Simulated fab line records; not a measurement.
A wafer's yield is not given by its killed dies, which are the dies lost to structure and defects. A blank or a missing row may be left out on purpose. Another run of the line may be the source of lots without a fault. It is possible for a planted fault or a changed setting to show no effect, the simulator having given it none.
fab line records | flow nand_harc
[record] lots = 14 wafers = 42 last_day = 33
route steps=1302 shown A_DECK1_JOINT@543 A_ONON_D2@561 END@1302
lots untouched by any fault: they come from a run of this same line in which no faults occurred
start_h: the number of hours between the record's first day and the start of the first shown wafer of the lot | wait_h: time in hours since the lot's previous step | " identical to the entry in the row above | L1.1+2: one row covering several wafers at once | - either no value or no given start | * or withheld: withheld | < > ~ a bound
route shown NAME@n: NAME is a module with steps in the file, n the number in the route of the first one | usual: average and standard deviation across the fault-free wafers | same: alike in all rows | chamber/n: place in a boat | sites: each site's reading | _std_site: their standard deviation | _edge_site: inner sites' mean taken away from outer sites' mean | radius_mm: for every site, how far away it sits from the centre of the wafer | mask NAME#n: copy n | behind: the tool/chamber that last shaped the wafer | hold: reason for holding the lot/hours on hold/outcome of the hold | device: the transistor (n, p or np) that didn't switch | end of line: at the end of the route, the tests of the same wafers | for a step that has no rows: nothing shown but its recipe | killed: dies that structure and defects cost at the first sort, which is not the same as the wafer's yield | map: a wafer's dies, marking killed ones x, the rest . and places with no die _
set.NAME: the setting that was run; set.NAME@STEP: the one run at that earlier step | model.NAME: the simulator's own value behind a step, which no gauge read
one table for each step of the route and one row for each wafer, over a sample of lots
services: a tool's chamber out of use, with start hour (start_h, from the record's first day; less than 0 if before it), hours out, and reason
[[steps]]
[step NHARC_A_DECK1_JOINT_THK_MEAS_17]
[recipe] thk_meas_gauge = ellipsometry
[usual] thk_nm = 44.8/1.1
// columns lot.wafer tool chamber start_h wait_h thk_nm
L663.1 film_metro-02 - 272.99 0.3 43.7
L663.2 " - " " 45.2
L663.6 " - " " 42.5
L662.1 film_metro-02 - 273.16 0.2 44.1
L662.2 " - " " 44.8
L662.5 " - " " 43.7
L665.1 film_metro-01 - 291.39 0.2 44.2
L665.2 " - " " 44.7
L665.6 " - " " 45.1
L664.1 film_metro-02 - 291.39 0.2 43.1
L664.2 " - " " 44.1
L664.3 " - " " 44.6
L668.1 film_metro-02 - 317.96 0.2 44.1
L668.2 " - " " 43.9
L668.3 " - " " 43.7
L671.3 film_metro-01 - 353.53 0.2 44.6
L671.4 " - " " 45.9
L671.6 " - " " 46.6
L675.1 film_metro-01 - 389.08 0.3 46.3
L675.4 " - " " 47.1
L675.6 " - " " 44.8
L677.2 film_metro-01 - 418.54 0.2 45.5
L677.5 " - " " 46.0
L677.6 " - " " 46.9
L679.1 film_metro-01 - 438.59 0.2 44.4
L679.3 " - " " 45.5
L679.4 " - " " 45.4
L680.1 film_metro-01 - 449.57 0.2 43.3
L680.4 " - " " 44.3
L680.5 " - " " 45.3
L681.1 film_metro-02 - 449.59 0.3 42.6
L681.2 " - " " 44.3
L681.4 " - " " 46.7
L682.3 film_metro-01 - 478.70 0.3 43.1
L682.4 " - " " 46.2
L682.6 " - " " 43.4
L684.2 film_metro-02 - 493.07 0.3 43.9
L684.3 " - " " 45.7
L684.6 " - " " 45.6
L685.2 film_metro-01 - 493.07 0.2 45.3
L685.3 " - " " 44.3
L685.4 " - " " 44.6
[step NHARC_A_ONON_D2_THK_MEAS_24]
[recipe] thk_meas_gauge = ellipsometry
[usual] thk_nm = 1003/8
// columns lot.wafer tool chamber start_h wait_h thk_nm
L663.1 film_metro-01 - 284.38 - 1007
L663.2 " - " " 1004
L663.6 " - " " 1005
L662.1 film_metro-02 - 284.39 - 997
L662.2 " - " " 996
L662.5 " - " " 999
L665.1 film_metro-02 - 306.79 - 999
L665.2 " - " " 998
L665.6 " - " " 998
L664.1 film_metro-02 - 306.94 - 1010
L664.2 " - " " 1010
L664.3 " - " " 1011
L668.1 film_metro-02 - 332.11 - 1021
L668.2 " - " " 1019
L668.3 " - " " 1018
L671.3 film_metro-01 - 365.13 - 1016
L671.4 " - " " 1016
L671.6 " - " " 1016
L675.1 film_metro-01 - 400.35 - 985
L675.4 " - " " 985
L675.6 " - " " 984
L677.2 film_metro-02 - 430.25 - 1005
L677.5 " - " " 1003
L677.6 " - " " 1005
L679.1 film_metro-02 - 450.53 - 999
L679.3 " - " " 1001
L679.4 " - " " 1000
L680.1 film_metro-02 - 463.38 - 1006
L680.4 " - " " 1007
L680.5 " - " " 1007
L681.1 film_metro-01 - 463.40 - 1007
L681.2 " - " " 1004
L681.4 " - " " 1005
L682.3 film_metro-01 - 490.05 - 1003
L682.4 " - " " 1005
L682.6 " - " " 1004
L685.2 film_metro-02 - 506.37 - 1001
L685.3 " - " " 1001
L685.4 " - " " 1001
L684.2 film_metro-01 - 506.38 - 999
L684.3 " - " " 999
L684.6 " - " " 998
[step NHARC_A_ONON_D2_THK_MEAS_30]
[recipe] thk_meas_gauge = ellipsometry
[usual] thk_nm = 1001/11
// columns lot.wafer tool chamber start_h wait_h thk_nm
L663.1 film_metro-02 - 285.50 - 993
L663.2 " - " " 992
L663.6 " - " " 993
L662.1 film_metro-01 - 285.53 - 994
L662.2 " - " " 992
L662.5 " - " " 995
L665.1 film_metro-01 - 307.93 - 987
L665.2 " - " " 988
L665.6 " - " " 987
L664.1 film_metro-02 - 308.08 - 1008
L664.2 " - " " 1009
L664.3 " - " " 1009
L668.1 film_metro-02 - 333.24 - 1013
L668.2 " - " " 1014
L668.3 " - " " 1014
L671.3 film_metro-01 - 366.25 - 987
L671.4 " - " " 986
L671.6 " - " " 988
L675.1 film_metro-01 - 401.48 - 988
L675.4 " - " " 989
L675.6 " - " " 990
L677.2 film_metro-02 - 431.39 - 998
L677.5 " - " " 998
L677.6 " - " " 998
L679.1 film_metro-01 - 451.66 - 995
L679.3 " - " " 994
L679.4 " - " " 995
L680.1 film_metro-01 - 464.51 - 1024
L680.4 " - " " 1024
L680.5 " - " " 1023
L681.1 film_metro-02 - 464.53 - 1014
L681.2 " - " " 1013
L681.4 " - " " 1013
L682.3 film_metro-01 - 491.19 - 986
L682.4 " - " " 988
L682.6 " - " " 990
L685.2 film_metro-01 - 507.51 - 1014
L685.3 " - " " 1013
L685.4 " - " " 1014
L684.2 film_metro-02 - 507.52 - 1018
L684.3 " - " " 1018
L684.6 " - " " 1019
[step NHARC_A_ONON_D2_DEP_33]
[recipe] target_thk_a = 2000 temp_c = 400 pressure_torr = 6.5 rf_w = 900 teos_flow_sccm = 161.4 flow_sccm = 2650 target_thk_nm = 200 gas = O2 material = SiO2
[usual] heater_power_w = 558/86 rf_fwd_power_W = 898/3.1 susceptor_temp_C = 400.02/0.24 throttle_valve_pct = 16.0/0.64
// columns lot.wafer tool chamber start_h wait_h heater_power_w rf_fwd_power_W susceptor_temp_C throttle_valve_pct
L662.1 pecvd-04 0 285.59 0.1 763 898 400.22 16.4
L662.2 " 2 " " 518 892 399.65 16.5
L662.5 " 0 " " 762 900 399.95 16.7
L663.1 pecvd-02 2 285.61 0.1 388 900 400.37 15.8
L663.2 " 0 " " 648 901 399.84 16.9
L663.6 " 2 " " 392 896 400.12 16.0
L665.1 pecvd-02 1 308.03 0.1 539 899 400.04 15.5
L665.2 " 2 " " 449 897 399.85 15.9
L665.6 " 2 " " 440 898 399.71 15.7
L664.3 pecvd-04 2 308.13 0.1 532 894 399.74 16.4
L664.2 " 0 " " 700 895 399.67 16.5
L664.1 " 1 " " 563 896 400.18 15.4
L668.1 pecvd-04 1 333.30 0.1 559 900 399.83 15.2
L668.3 " 2 " " 531 1008 399.96 16.7
L668.2 " 0 " " 743 898 399.76 16.9
L671.3 pecvd-04 2 366.44 0.2 458 1006 400.08 16.4
L671.4 " 1 " " 551 895 400.15 15.0
L671.6 " 2 " " 466 1001 399.80 16.3
L675.1 pecvd-02 2 401.63 0.1 438 899 399.72 16.0
L675.4 " 0 " " 591 903 399.97 17.2
L675.6 " 2 " " 448 899 399.86 15.5
L677.2 pecvd-03 2 431.49 0.1 584 901 400.44 16.2
L677.6 " 2 " " 570 898 400.18 16.1
L677.5 " 0 " " 578 895 400.14 16.2
L679.1 pecvd-03 0 451.72 0.1 466 899 400.09 16.0
L679.3 " 2 " " 517 897 399.52 16.3
L679.4 " 0 " " 488 898 399.97 16.4
L681.1 pecvd-02 0 464.59 0.1 700 897 400.09 16.9
L681.2 " 2 " " 479 897 399.74 15.5
L681.4 " 0 " " 684 890 400.26 17.0
L680.1 pecvd-04 0 464.61 0.1 732 894 399.86 15.9
L680.5 " 0 " " 710 892 399.82 16.1
L680.4 " 1 " " 439 897 399.63 14.8
L682.3 pecvd-03 0 491.33 0.1 568 896 399.83 16.4
L682.4 " 2 " " 550 901 399.71 16.3
L682.6 " 0 " " 590 893 399.92 16.3
L685.2 pecvd-03 1 507.59 0.1 577 896 399.74 16.0
L685.3 " 0 " " 453 897 400.25 16.2
L685.4 " 0 " " 477 896 400.76 16.1
L684.2 pecvd-04 1 507.65 0.1 511 899 400.23 14.9
L684.3 " 2 " " 550 897 400.10 16.4
L684.6 " 1 " " 536 897 400.40 14.9
[step NHARC_END_SORT_01]
[recipe] temp_c = 25
[usual] killed_at_array = 61/26 killed_at_other = 0.8/1.1 killed_at_periphery = 4.0/2.6 killed_dies = 66/26 killed_open = 3.1/1.7 killed_short = 2.5/1.5
[same] gross_dies = 677
// columns lot.wafer tool chamber start_h wait_h killed_at_array killed_at_other killed_at_periphery killed_dies killed_open killed_short
L663.1 prober-01 0 567.67 2.5 81 3 7 91 4 1
L663.2 prober-01 0 568.47 2.8 80 0 2 82 3 2
L663.6 prober-01 0 571.67 4.0 68 1 5 74 3 2
L662.1 prober-02 0 567.71 2.5 67 0 5 72 4 3
L662.2 prober-02 0 568.51 2.8 62 0 3 65 5 4
L662.5 prober-02 0 570.90 3.7 68 0 6 74 5 6
L665.1 prober-01 0 575.49 2.5 29 1 6 36 7 3
L665.2 prober-01 0 576.30 2.8 25 0 7 32 4 4
L665.6 prober-01 0 579.55 4.1 24 0 4 28 3 2
L664.1 prober-02 0 575.51 2.5 100 0 1 101 1 1
L664.2 prober-02 0 576.31 2.8 101 3 1 105 3 1
L664.3 prober-02 0 577.11 3.1 80 0 5 85 3 2
L668.1 prober-01 0 599.30 2.5 68 0 3 71 1 1
L668.2 prober-01 0 600.10 2.8 60 2 7 69 1 3
L668.3 prober-01 0 600.89 3.1 67 0 3 70 1 4
L671.3 prober-01 0 644.33 3.1 32 1 4 37 5 2
L671.4 prober-01 0 645.13 3.4 34 1 0 35 1 2
L671.6 prober-01 0 646.72 4.0 34 1 3 38 1 5
L675.1 prober-01 0 689.93 2.4 39 0 5 44 3 4
L675.4 prober-01 0 692.35 3.4 38 2 3 43 4 4
L675.6 prober-01 0 693.97 4.0 41 0 2 43 5 1
L677.2 prober-01 0 711.43 2.8 26 0 5 31 3 3
L677.5 prober-01 0 713.85 3.7 23 0 4 27 5 2
L677.6 prober-01 0 714.66 4.0 39 0 4 43 6 0
L679.1 prober-01 0 720.06 2.5 31 4 1 36 1 3
L679.3 prober-01 0 721.64 3.1 32 1 7 40 0 4
L679.4 prober-01 0 722.44 3.4 28 1 2 31 1 6
L680.1 prober-01 0 738.60 2.5 46 0 5 51 1 1
L680.4 prober-01 0 741.05 3.4 54 0 6 60 3 4
L680.5 prober-01 0 741.86 3.8 46 0 3 49 1 4
L681.1 prober-02 0 738.65 2.5 36 2 7 45 2 4
L681.2 prober-02 0 739.45 2.8 36 1 11 48 3 3
L681.4 prober-02 0 741.07 3.4 32 2 6 40 1 1
L685.2 prober-02 0 772.40 2.8 38 0 5 43 6 4
L685.3 prober-02 0 773.21 3.1 50 0 4 54 4 1
L685.4 prober-02 0 774.01 3.4 56 0 2 58 2 1
L682.3 prober-01 0 772.45 3.1 44 3 2 49 5 1
L682.4 prober-01 0 773.26 3.4 38 1 0 39 1 4
L682.6 prober-01 0 774.87 4.0 50 1 2 53 2 1
L684.2 prober-01 0 781.06 2.8 49 4 7 60 6 3
L684.3 prober-01 0 781.86 3.1 42 3 2 47 2 3
L684.6 prober-01 0 784.26 4.0 38 0 4 42 5 2
// killed by level:class
L663.1 A_CHANNEL_HOLE_D2:chamber_film_flake=36 A_CHANNEL_HOLE_D1:chamber_film_flake=26 A_STAIRCASE:chamber_film_flake=7 A_CONTACT:chamber_film_flake=7 P_CONTACT:chamber_film_flake=5 THIN_TSV:chamber_film_flake=2 A_CONTACT:unspecified=2 P_CONTACT:geometric_particle:open=1
L662.1 A_CHANNEL_HOLE_D2:chamber_film_flake=35 A_SLIT:chamber_film_flake=20 A_CONTACT:chamber_film_flake=4 P_CONTACT:geometric_particle:open=2 A_WL_FILL:chamber_film_flake=2 P_M0:geometric_particle:open=1 A_ONON_D1:geometric_particle:open=1 A_CHANNEL_FILL_D1:geometric_particle:short=1
L663.2 A_CHANNEL_HOLE_D1:chamber_film_flake=35 A_CHANNEL_HOLE_D2:chamber_film_flake=28 A_CONTACT:chamber_film_flake=6 A_STAIRCASE:chamber_film_flake=3 A_CONTACT:unspecified=3 A_ONON_D1:geometric_particle:short=1 A_CHANNEL_FILL_D1:geometric_particle:open=1 A_DECK1_JOINT:geometric_particle:short=1
L662.2 A_CHANNEL_HOLE_D2:chamber_film_flake=28 A_SLIT:chamber_film_flake=23 A_CONTACT:chamber_film_flake=3 P_CONTACT:geometric_particle:open=1 P_BONDPAD:geometric_particle:open=1 A_ONON_D1:geometric_particle:short=1 A_CHANNEL_FILL_D1:geometric_particle:open=1 A_ONON_D2:geometric_particle:short=1
L662.5 A_CHANNEL_HOLE_D2:chamber_film_flake=29 A_SLIT:chamber_film_flake=28 A_ONON_D2:geometric_particle:open=2 P_STI:geometric_particle:short=1 P_GATE:geometric_particle:short=1 P_M0:geometric_particle:short=1 P_M1:geometric_particle:short=1 A_ONON_D1:geometric_particle:open=1
L663.6 A_CHANNEL_HOLE_D1:chamber_film_flake=31 A_CHANNEL_HOLE_D2:chamber_film_flake=21 A_CONTACT:chamber_film_flake=6 P_CONTACT:chamber_film_flake=5 A_CONTACT:unspecified=3 A_CHANNEL_FILL_D2:geometric_particle:open=2 A_STAIRCASE:chamber_film_flake=2 A_DECK1_JOINT:geometric_particle:short=1
L665.1 A_CHANNEL_HOLE_D2:chamber_film_flake=10 A_CONTACT:chamber_film_flake=6 A_CHANNEL_HOLE_D1:chamber_film_flake=3 P_GATE:chamber_film_flake=2 A_STAIRCASE:chamber_film_flake=2 A_WL_FILL:chamber_film_flake=2 P_STI:geometric_particle:short=1 P_GATE:geometric_particle:open=1
L664.1 A_CHANNEL_HOLE_D1:chamber_film_flake=36 A_CHANNEL_HOLE_D2:chamber_film_flake=27 A_SLIT:chamber_film_flake=26 A_SGD_CUT:chamber_film_flake=5 A_ONON_D2:geometric_particle:short=1 A_CHANNEL_FILL_D2:geometric_particle:open=1 P_STI:chamber_film_flake=1 A_DECK1_JOINT:chamber_film_flake=1
L665.2 A_CHANNEL_HOLE_D2:chamber_film_flake=8 P_GATE:chamber_film_flake=3 A_STAIRCASE:chamber_film_flake=3 A_WL_FILL:chamber_film_flake=3 P_M1:geometric_particle:short=2 A_ONON_D2:geometric_particle:short=2 A_CHANNEL_HOLE_D1:chamber_film_flake=2 A_CONTACT:chamber_film_flake=2
L664.2 A_CHANNEL_HOLE_D2:chamber_film_flake=30 A_CHANNEL_HOLE_D1:chamber_film_flake=30 A_SLIT:chamber_film_flake=21 A_SGD_CUT:chamber_film_flake=9 THIN_TSV:chamber_film_flake=3 A_STAIRCASE:chamber_film_flake=3 A_CONTACT:chamber_film_flake=3 A_DECK1_JOINT:geometric_particle:open=2
L664.3 A_CHANNEL_HOLE_D1:chamber_film_flake=23 A_SLIT:chamber_film_flake=22 A_CHANNEL_HOLE_D2:chamber_film_flake=20 A_SGD_CUT:chamber_film_flake=5 P_STI:chamber_film_flake=4 A_STAIRCASE:chamber_film_flake=4 A_ONON_D1:geometric_particle:short=1 A_CHANNEL_FILL_D2:geometric_particle:open=1
L665.6 A_CHANNEL_HOLE_D2:chamber_film_flake=9 A_CONTACT:chamber_film_flake=4 P_GATE:chamber_film_flake=3 A_CHANNEL_HOLE_D1:chamber_film_flake=2 A_STAIRCASE:chamber_film_flake=2 P_M0:geometric_particle:open=1 A_SOURCE_PLATE:geometric_particle:open=1 A_SOURCE_PLATE:geometric_particle:short=1
L668.1 A_CHANNEL_HOLE_D1:chamber_film_flake=28 A_CHANNEL_HOLE_D2:chamber_film_flake=14 A_STAIRCASE:chamber_film_flake=11 A_CHANNEL_FILL_D1:chamber_film_flake=6 A_DECK1_JOINT:chamber_film_flake=3 A_ZERO_WELL:chamber_film_flake=2 A_CHANNEL_FILL_D1:geometric_particle:open=1 A_WL_FILL:geometric_particle:short=1
L668.2 A_CHANNEL_HOLE_D1:chamber_film_flake=32 A_CHANNEL_HOLE_D2:chamber_film_flake=12 A_STAIRCASE:chamber_film_flake=8 P_ZERO_WELL:chamber_film_flake=3 P_STI:chamber_film_flake=2 A_DECK1_JOINT:chamber_film_flake=2 A_CHANNEL_FILL_D1:chamber_film_flake=2 HYBRID_BOND:chamber_film_flake=2
L668.3 A_CHANNEL_HOLE_D1:chamber_film_flake=33 A_CHANNEL_HOLE_D2:chamber_film_flake=13 A_STAIRCASE:chamber_film_flake=11 P_ZERO_WELL:chamber_film_flake=3 A_CHANNEL_FILL_D1:chamber_film_flake=2 A_DECK1_JOINT:chamber_film_flake=2 A_ONON_D2:geometric_particle:short=1 A_CHANNEL_HOLE_D2:geometric_particle:short=1
L671.3 A_CHANNEL_HOLE_D2:chamber_film_flake=14 A_CONTACT:chamber_film_flake=5 A_CHANNEL_HOLE_D1:chamber_film_flake=4 A_ONON_D1:geometric_particle:open=2 A_WL_FILL:chamber_film_flake=2 P_CONTACT:geometric_particle:short=1 P_CONTACT:geometric_particle:open=1 A_CHANNEL_HOLE_D1:geometric_particle:open=1
L671.4 A_CHANNEL_HOLE_D2:chamber_film_flake=13 A_CHANNEL_HOLE_D1:chamber_film_flake=5 A_SLIT:chamber_film_flake=4 A_CONTACT:chamber_film_flake=4 A_STAIRCASE:chamber_film_flake=2 A_WL_FILL:chamber_film_flake=2 A_SOURCE_PLATE:geometric_particle:short=1 A_CHANNEL_FILL_D1:geometric_particle:open=1
L671.6 A_CHANNEL_HOLE_D2:chamber_film_flake=14 A_CHANNEL_HOLE_D1:chamber_film_flake=5 A_CONTACT:chamber_film_flake=5 A_SLIT:chamber_film_flake=4 A_WL_FILL:geometric_particle:short=2 P_CONTACT:geometric_particle:short=1 P_M0:geometric_particle:short=1 A_SOURCE_PLATE:geometric_particle:open=1
L675.1 A_CHANNEL_HOLE_D1:chamber_film_flake=30 A_ONON_D1:geometric_particle:short=2 P_CONTACT:geometric_particle:short=1 P_CONTACT:geometric_particle:open=1 A_CHANNEL_FILL_D1:geometric_particle:open=1 A_ONON_D2:geometric_particle:short=1 A_M1:geometric_particle:open=1 P_ZERO_WELL:chamber_film_flake=1
L675.4 A_CHANNEL_HOLE_D1:chamber_film_flake=24 A_STAIRCASE:chamber_film_flake=3 A_CONTACT:chamber_film_flake=2 THIN_TSV:chamber_film_flake=2 P_M0:geometric_particle:short=1 P_M1:geometric_particle:short=1 A_CHANNEL_FILL_D1:geometric_particle:open=1 A_CHANNEL_FILL_D1:geometric_particle:short=1
L675.6 A_CHANNEL_HOLE_D1:chamber_film_flake=24 A_CONTACT:chamber_film_flake=4 A_CHANNEL_FILL_D1:geometric_particle:open=2 A_CHANNEL_HOLE_D2:chamber_film_flake=2 A_STAIRCASE:chamber_film_flake=2 A_SLIT:chamber_film_flake=2 P_M0:geometric_particle:open=1 A_CHANNEL_FILL_D2:geometric_particle:short=1
L677.2 A_CHANNEL_HOLE_D1:chamber_film_flake=7 A_CONTACT:chamber_film_flake=5 A_SLIT:chamber_film_flake=4 P_M0:chamber_film_flake=3 A_STAIRCASE:chamber_film_flake=3 P_M0:geometric_particle:open=2 A_ONON_D1:geometric_particle:short=1 A_CHANNEL_FILL_D1:geometric_particle:short=1
L677.5 A_CHANNEL_HOLE_D1:chamber_film_flake=11 A_SLIT:chamber_film_flake=4 A_STAIRCASE:chamber_film_flake=2 P_M0:geometric_particle:open=1 P_M1:geometric_particle:short=1 A_CHANNEL_FILL_D1:geometric_particle:open=1 A_DECK1_JOINT:geometric_particle:open=1 A_ONON_D2:geometric_particle:open=1
L677.6 A_CHANNEL_HOLE_D1:chamber_film_flake=15 A_SLIT:chamber_film_flake=7 A_CONTACT:chamber_film_flake=6 A_STAIRCASE:chamber_film_flake=4 P_M0:chamber_film_flake=2 P_M1:geometric_particle:open=1 A_SOURCE_PLATE:geometric_particle:open=1 A_CHANNEL_FILL_D1:geometric_particle:open=1
L679.1 A_CHANNEL_HOLE_D1:chamber_film_flake=12 A_SLIT:chamber_film_flake=5 A_CONTACT:chamber_film_flake=5 A_STAIRCASE:chamber_film_flake=4 THIN_TSV:chamber_film_flake=3 A_CHANNEL_FILL_D1:geometric_particle:short=2 A_CHANNEL_FILL_D2:geometric_particle:open=1 A_WL_FILL:geometric_particle:short=1
L679.3 A_CHANNEL_HOLE_D1:chamber_film_flake=17 A_ZERO_WELL:chamber_film_flake=3 A_SGD_CUT:chamber_film_flake=3 A_CHANNEL_FILL_D2:geometric_particle:short=2 P_BONDPAD:chamber_film_flake=2 A_STAIRCASE:chamber_film_flake=2 A_SLIT:chamber_film_flake=2 A_CONTACT:chamber_film_flake=2
L679.4 A_CHANNEL_HOLE_D1:chamber_film_flake=9 A_SLIT:chamber_film_flake=4 A_CONTACT:chamber_film_flake=4 A_CHANNEL_FILL_D2:geometric_particle:short=2 A_M0:geometric_particle:short=2 P_GATE:chamber_film_flake=2 A_STAIRCASE:chamber_film_flake=2 A_SGD_CUT:chamber_film_flake=2
L680.1 A_CHANNEL_HOLE_D2:chamber_film_flake=25 A_CHANNEL_HOLE_D1:chamber_film_flake=9 A_CONTACT:chamber_film_flake=5 P_CONTACT:chamber_film_flake=4 A_SLIT:chamber_film_flake=3 A_WL_FILL:geometric_particle:short=1 A_BLC:geometric_particle:open=1 P_BONDPAD:chamber_film_flake=1
L681.1 A_CHANNEL_HOLE_D1:chamber_film_flake=12 A_STAIRCASE:chamber_film_flake=7 A_CONTACT:chamber_film_flake=7 P_M2:chamber_film_flake=3 A_SLIT:chamber_film_flake=3 A_DECK1_JOINT:geometric_particle:short=2 P_CONTACT:chamber_film_flake=2 THIN_TSV:chamber_film_flake=2
L681.2 A_CHANNEL_HOLE_D1:chamber_film_flake=14 A_STAIRCASE:chamber_film_flake=5 A_SLIT:chamber_film_flake=5 P_CONTACT:chamber_film_flake=4 A_CONTACT:chamber_film_flake=4 P_M2:chamber_film_flake=3 P_M0:geometric_particle:open=2 A_DECK1_JOINT:geometric_particle:short=1
L680.4 A_CHANNEL_HOLE_D2:chamber_film_flake=16 A_CHANNEL_HOLE_D1:chamber_film_flake=12 A_SLIT:chamber_film_flake=8 A_CONTACT:chamber_film_flake=6 P_CONTACT:chamber_film_flake=4 A_ZERO_WELL:chamber_film_flake=3 A_BLC:geometric_particle:open=2 P_STI:chamber_film_flake=2
L681.4 A_CHANNEL_HOLE_D1:chamber_film_flake=13 A_CONTACT:chamber_film_flake=10 A_SLIT:chamber_film_flake=4 P_CONTACT:chamber_film_flake=3 A_STAIRCASE:chamber_film_flake=3 P_M2:chamber_film_flake=2 THIN_TSV:chamber_film_flake=2 A_SGD_CUT:geometric_particle:short=1
L680.5 A_CHANNEL_HOLE_D2:chamber_film_flake=19 A_CHANNEL_HOLE_D1:chamber_film_flake=7 A_SLIT:chamber_film_flake=6 A_CONTACT:chamber_film_flake=4 A_ONON_D1:geometric_particle:short=2 P_CONTACT:chamber_film_flake=2 A_ZERO_WELL:chamber_film_flake=2 A_WL_FILL:chamber_film_flake=2
L685.2 A_CHANNEL_HOLE_D2:chamber_film_flake=24 P_STI:geometric_particle:short=2 A_CHANNEL_HOLE_D1:chamber_film_flake=2 A_STAIRCASE:chamber_film_flake=2 A_CONTACT:chamber_film_flake=2 P_CONTACT:geometric_particle:open=1 P_M0:geometric_particle:open=1 A_ONON_D1:geometric_particle:short=1
L682.3 A_CHANNEL_HOLE_D1:chamber_film_flake=20 A_SLIT:chamber_film_flake=9 A_STAIRCASE:chamber_film_flake=5 A_WL_FILL:chamber_film_flake=3 A_CHANNEL_FILL_D2:chamber_film_flake=2 THIN_TSV:chamber_film_flake=2 P_GATE:geometric_particle:open=1 A_CHANNEL_HOLE_D1:geometric_particle:open=1
L685.3 A_CHANNEL_HOLE_D2:chamber_film_flake=27 A_SLIT:chamber_film_flake=7 A_CHANNEL_HOLE_D1:chamber_film_flake=5 A_STAIRCASE:chamber_film_flake=4 P_GATE:chamber_film_flake=2 A_ONON_D1:geometric_particle:open=1 A_DECK1_JOINT:geometric_particle:open=1 A_SGD_CUT:geometric_particle:open=1
L682.4 A_CHANNEL_HOLE_D1:chamber_film_flake=13 A_SLIT:chamber_film_flake=5 A_SGD_CUT:chamber_film_flake=4 A_CHANNEL_FILL_D2:chamber_film_flake=3 A_ONON_D1:geometric_particle:short=2 A_STAIRCASE:chamber_film_flake=2 A_CONTACT:chamber_film_flake=2 A_M0:chamber_film_flake=2
L685.4 A_CHANNEL_HOLE_D2:chamber_film_flake=38 A_CHANNEL_HOLE_D1:chamber_film_flake=6 A_CONTACT:chamber_film_flake=3 P_GATE:chamber_film_flake=2 A_SLIT:chamber_film_flake=2 A_ONON_D1:geometric_particle:open=1 A_CHANNEL_HOLE_D1:geometric_particle:open=1 A_M0:geometric_particle:short=1
L682.6 A_CHANNEL_HOLE_D1:chamber_film_flake=22 A_SLIT:chamber_film_flake=8 A_SGD_CUT:chamber_film_flake=5 A_CONTACT:chamber_film_flake=5 A_CHANNEL_FILL_D2:chamber_film_flake=3 A_STAIRCASE:chamber_film_flake=3 P_CONTACT:geometric_particle:open=1 A_SOURCE_PLATE:geometric_particle:open=1
L684.2 A_CHANNEL_HOLE_D1:chamber_film_flake=18 A_SLIT:chamber_film_flake=11 A_STAIRCASE:chamber_film_flake=4 THIN_TSV:chamber_film_flake=4 P_BONDPAD:chamber_film_flake=3 A_CHANNEL_HOLE_D2:chamber_film_flake=3 A_CONTACT:chamber_film_flake=3 P_ZERO_WELL:chamber_film_flake=2
L684.3 A_CHANNEL_HOLE_D1:chamber_film_flake=18 A_SLIT:chamber_film_flake=10 A_CONTACT:chamber_film_flake=6 A_ONON_D1:geometric_particle:short=2 P_BONDPAD:chamber_film_flake=2 A_DECK1_JOINT:chamber_film_flake=2 HYBRID_BOND:chamber_film_flake=2 A_ONON_D1:geometric_particle:open=1
L684.6 A_CHANNEL_HOLE_D1:chamber_film_flake=16 A_SLIT:chamber_film_flake=9 A_STAIRCASE:chamber_film_flake=3 A_CONTACT:chamber_film_flake=3 P_BONDPAD:chamber_film_flake=2 P_CONTACT:geometric_particle:open=1 A_ONON_D2:geometric_particle:open=1 A_ONON_D2:geometric_particle:short=1
[[services]]
// columns tool chamber start_h hours kind
pecvd-04 - 269.39 13.0 pm
pecvd-04 0 269.39 13.0 vent_cycle
pecvd-04 1 269.39 13.0 vent_cycle
pecvd-04 2 269.39 13.0 vent_cycle
pecvd-04 0 282.39 - clean
pecvd-04 1 282.39 - clean
pecvd-04 2 282.39 - clean
pecvd-02 0 290.06 12.8 repair
pecvd-03 0 320.85 1.7 repair
pecvd-04 0 361.05 6.1 repair
pecvd-03 1 365.62 5.0 repair
pecvd-03 - 366.52 13.0 pm
pecvd-03 0 366.52 13.0 vent_cycle
pecvd-02 - 376.21 1.0 repair
pecvd-02 - 408.19 13.0 pm
pecvd-04 - 450.55 13.0 pm
pecvd-04 0 450.55 13.0 vent_cycle
pecvd-04 1 450.55 13.0 vent_cycle
pecvd-04 2 450.55 13.0 vent_cycle
pecvd-04 0 463.55 - clean
pecvd-04 1 463.55 - clean
pecvd-04 2 463.55 - clean
pecvd-02 1 479.26 3.9 repair
pecvd-03 1 503.81 2.6 repair
[[key]]
[first_sign] step = NHARC_A_ONON_D2_DEP_33 reading = rf_fwd_power_W direction = up sigmas = 35 usual = * struck = *
effect none on later readings
met_at NHARC_A_ONON_D2_DEP_33
struck_lots L668,L671
struck_wafers L668.3,L671.3,L671.6
tester_left_out L668,L671
not_acting_at NHARC_A_DECK1_JOINT_THK_MEAS_17,NHARC_A_ONON_D2_THK_MEAS_24,NHARC_A_ONON_D2_THK_MEAS_30
onset_between 308.13 333.30
[fault] kind = process_parameter_drift tool = pecvd-04 chamber = 2 onset_h = 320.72 steps = NHARC_A_ONON_D2_DEP_33 channel = rf_w offset = * shape = step end_h = 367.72 acts_in = * stated = *
// tester_left_out: of these lots the tester's yield and bins aren't shown, on N5 and GAA mostly nor the transistor test; their killed dies are dies lost to structure and defects alone, not to doping, threshold or leakage, so they don't give the yield
